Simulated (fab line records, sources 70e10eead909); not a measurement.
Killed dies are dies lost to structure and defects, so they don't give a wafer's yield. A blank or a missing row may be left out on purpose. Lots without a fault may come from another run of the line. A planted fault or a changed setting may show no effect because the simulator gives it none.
Chamber matching | flow nand_harc | NHARC_P_GATE_DESCUM_13 on rie_diel-10: 4 sister chambers
The step chemistry O2, time 3 s. 4 wafers are shown with their chamber, then 8 later ones without.

WAFERS WITH THEIR CHAMBER
wafer  | chamber | showerhead_plenum_p_Torr (Torr)
L641.2 | 3       | 2.05
L649.4 | 1       | 1.92
L649.5 | 0       | 2.03
L654.1 | 2       | 1.98

WAFERS WITHOUT THEIR CHAMBER
wafer  | showerhead_plenum_p_Torr (Torr)
L654.3 | 1.91
L654.4 | 2.05
L656.1 | 1.91
L656.2 | 2.05
L656.3 | 1.98
L657.2 | 1.91
L657.5 | 2.04
L657.6 | 1.98

WHICH CHAMBER EACH WENT THROUGH
wafer  | from the rows above     | in truth
L654.3 | 1                       | 1
L654.4 | 3                       | 3
L656.1 | 1                       | 1
L656.2 | 3                       | 3
L656.3 | 2                       | 2
L657.2 | 1                       | 1
L657.5 | can't be placed: 3 or 0 | 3
L657.6 | 2                       | 2
Placed correctly: 7 of 8. Can't be placed from these rows: 1 (the true chamber is among the candidates in 1). Placed wrongly: 0.
How it was worked out, from the rows above alone: a wafer's distance from a chamber is the root of the sum, over the readings, of the square of ((its reading less the chamber's mean) divided by the reading's scatter). The wafer belongs to the nearest chamber; if the next one is less than 2 further off, it can't be placed. A chamber's mean is the mean of its shown wafers. The scatter: with one shown wafer a chamber, the root of the mean of the squares of how far each hidden wafer lies from its nearest shown one.
